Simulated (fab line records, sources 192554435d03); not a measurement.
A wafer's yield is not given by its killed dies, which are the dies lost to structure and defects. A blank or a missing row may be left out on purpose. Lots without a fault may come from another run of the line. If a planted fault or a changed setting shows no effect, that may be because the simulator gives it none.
Chamber matching	flow n5-finfet	N5_BEOL_M2_DEP_57 on pecvd-01: 3 sister chambers
The step deposits SiCN from 3MS/NH3, target thk 8 nm, time 14 s. 14 wafers are shown with their chamber, then 7 later ones without.

## EACH WAFER AND ITS CHAMBER
wafer	chamber	throttle-valve-pct (%)	showerhead-plenum-p-Torr (Torr)
L075.2	2	9.1	3.649
L075.3	0	8.6	3.661
L075.5	0	8.5	3.664
L078.2	1	9.8	3.642
L078.3	0	8.4	3.653
L078.6	0	8.5	3.654
L079.2	0	8.8	3.663
L079.3	1	9.8	3.640
L079.4	2	9.2	3.657
L081.2	0	8.7	3.660
L081.5	1	9.7	3.640
L081.6	2	9.3	3.648
L082.1	0	8.8	3.658
L082.2	2	9.4	3.650

SIGNATURES, as means of the wafers listed above
reading	chamber 0	chamber 1	chamber 2	scatter within a chamber
throttle-valve-pct	8.614	9.767	9.250	0.137
showerhead-plenum-p-Torr	3.65900	3.64067	3.65100	0.00382
Rule: distance of a wafer from a chamber = root of the sum over the readings of ((wafer's reading minus chamber's mean) / reading's scatter) squared. If the next closest chamber is less than 2 further off than the closest, the wafer can't be placed; otherwise it belongs to the closest. How the scatter is found: for the shown wafers, subtract from each reading the mean of its chamber, square and add these, divide the total by (wafers less chambers), then take the root.

## WAFERS WITH NO CHAMBER GIVEN
wafer	throttle-valve-pct (%)	showerhead-plenum-p-Torr (Torr)
L082.6	9.7	3.636
L090.1	9.8	3.636
L090.2	8.6	3.657
L090.3	8.5	3.648
L097.2	9.7	3.640
L097.3	8.6	3.646
L097.5	8.7	3.646

## EACH ONE'S CHAMBER
wafer	from the rows above	in truth
L082.6	1	1
L090.1	1	1
L090.2	0	0
L090.3	0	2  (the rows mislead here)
L097.2	1	1
L097.3	can't be placed: 0 or 2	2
L097.5	can't be placed: 0 or 2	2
4 of 7 placed correctly. Unplaceable from these rows: 2, with the true chamber sitting among the candidates in 2. Placed wrongly: 1.
